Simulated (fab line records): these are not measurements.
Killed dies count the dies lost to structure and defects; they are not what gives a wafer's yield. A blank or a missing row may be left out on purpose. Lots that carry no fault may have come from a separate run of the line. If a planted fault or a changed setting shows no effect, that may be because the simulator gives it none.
Split-lot trial | flow n5 finfet | 21 wafers read from 7 lots, route of 1938 steps

SPLIT DETAILS
At N5_BEOL_M2_COAT_22 (resist thk 30 nm), the setting spin rpm was moved away from the recipe's 1500 rpm on 10 of the 21 wafers read, by -10.8% to +4.6%. The other wafers ran this setting at the recipe's value.

FROM THE SPLIT TO THE READING: what the file shows between them, 6 steps
- N5_BEOL_M2_EBR_24
- N5_BEOL_M2_SOFTBAKE_23: time 60 s
- N5_BEOL_M2_EXPOSE_25: exposes mask V1, defocus 5 nm
- N5_BEOL_M2_PEB_26: peb time 60 s
- N5_BEOL_M2_DEVELOP_27: develop time 30 s
- N5_BEOL_M2_DESCUM_33: chemistry O2, time 7 s

THE READING
CAR-EUV_of_BEOL_M2_COAT_22.thk nm (the simulator's own value, which no gauge read), in nm, at N5_BEOL_M2_ETCH_77 (etches underlayer in N2/H2, target depth 6.5 nm, time 5.2 s). The file gives no usual value for it. The 11 wafers here that ran the recipe average 20.3 nm, standard deviation 0.1 nm.

wafer  | tool, chamber at the split | spin rpm as run, rpm | against the recipe | CAR-EUV_of_BEOL_M2_COAT_22.thk nm, nm | against lot-mates on the recipe
L081.2 | litho track-01, 0          | 1500                 | recipe             | 20.4                                  | -
L081.3 | litho track-01, 0          | 1338                 | -10.8%             | 22                                    | +1.6
L081.4 | litho track-01, 0          | 1338                 | -10.8%             | 22                                    | +1.6
L082.1 | litho track-04, 0          | 1500                 | recipe             | 20.4                                  | -
L082.4 | litho track-04, 0          | 1500                 | recipe             | 20.4                                  | -
L082.5 | litho track-04, 0          | 1500                 | recipe             | 20.2                                  | -
L083.1 | litho track-01, 0          | 1500                 | recipe             | 20.2                                  | -
L083.6 | litho track-01, 0          | 1500                 | recipe             | 20.2                                  | -
L083.4 | litho track-01, 0          | 1500                 | recipe             | 20.4                                  | -
L089.2 | litho track-01, 0          | 1500                 | recipe             | 20.2                                  | -
L089.6 | litho track-01, 0          | 1500                 | recipe             | 20.2                                  | -
L089.3 | litho track-01, 0          | 1569                 | +4.6%              | 19.8                                  | -0.4
L092.4 | litho track-01, 0          | 1563                 | +4.2%              | 19.8                                  | no lot-mate on the recipe
L092.5 | litho track-01, 0          | 1563                 | +4.2%              | 19.8                                  | no lot-mate on the recipe
L092.6 | litho track-01, 0          | 1563                 | +4.2%              | 19.8                                  | no lot-mate on the recipe
L094.2 | litho track-04, 0          | 1357                 | -9.5%              | 21.8                                  | no lot-mate on the recipe
L094.4 | litho track-04, 0          | 1357                 | -9.5%              | 21.8                                  | no lot-mate on the recipe
L094.6 | litho track-04, 0          | 1357                 | -9.5%              | 22                                    | no lot-mate on the recipe
L093.1 | litho track-02, 0          | 1500                 | recipe             | 20.4                                  | -
L093.5 | litho track-02, 0          | 1500                 | recipe             | 20.4                                  | -
L093.3 | litho track-02, 0          | 1564                 | +4.3%              | 19.8                                  | -0.6

THE FIT
A straight line over all 21 wafers: CAR-EUV_of_BEOL_M2_COAT_22.thk nm changes by -0.151 nm for each +1% of spin rpm; r = -0.99; the points scatter about the line by 0.11 nm.
The same after taking each lot's own level away (the mean of its wafers on the recipe; 15 wafers): -0.142 nm for each +1%; r = -0.99; scatter 0.094 nm.
According to that fit, moving spin rpm by its largest amount changes the reading by 1.5 nm.
From 20.20 to 20.40 nm: that is the span of the lots' own levels, equal to 2.0 times the standard deviation above.
Consequently the slope shifts little with the lot-to-lot level, the two slopes agreeing.
Check: for one of the wafers moved furthest among these (-10.8%), held out of the fit, the line's prediction against its lot-mates is +1.52 nm. It came out at +1.6 nm against them.

FURTHER SPLITS ON THESE WAFERS
Before the reading, these wafers also passed through other splits. Each is held against what the fit with the lots' levels taken away leaves over:
other split on the same wafers       | wafers away from the commonest value | r with CAR-EUV_of_BEOL_M2_COAT_22.thk nm (lot level and that fit taken away)
N5_MOL_CONTACT_COAG_COAT_76 spin rpm | 8                                    | -0.46
N5_MOL_CONTACT_COAG_COAT_63 spin rpm | 7                                    | +0.41
N5_BEOL_M0_SAQP_ETCH_107 bias w      | 6                                    | -0.21
N5_BEOL_M1_ETCH_64 bias w            | 8                                    | -0.10
N5_BEOL_M1_COAT_22 spin rpm          | 6                                    | -0.10

THE WHOLE CHAIN: every reading that the file lists as answering this split, in the file's order
step                  | what it does                                                | reading                                                                            | change (the file's fit)               | r (the file's)
N5_BEOL_M2_COAT_22    | resist thk 30 nm                                            | CAR-EUV_of_BEOL_M2_COAT_22.thk nm (the simulator's own value, which no gauge read) | -0.155 nm for each +1% of the setting | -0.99
N5_BEOL_M2_DEVELOP_27 | develop time 30 s                                           | CAR-EUV_of_BEOL_M2_COAT_22.thk nm (the simulator's own value, which no gauge read) | -0.159 nm for each +1% of the setting | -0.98
N5_BEOL_M2_ETCH_77    | etches underlayer in N2/H2, target depth 6.5 nm, time 5.2 s | CAR-EUV_of_BEOL_M2_COAT_22.thk nm (the simulator's own value, which no gauge read) | -0.139 nm for each +1% of the setting | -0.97

FILE'S OWN FIT
CAR-EUV_of_BEOL_M2_COAT_22.thk nm changes by -0.139 nm for each +1% of spin rpm, r = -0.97.
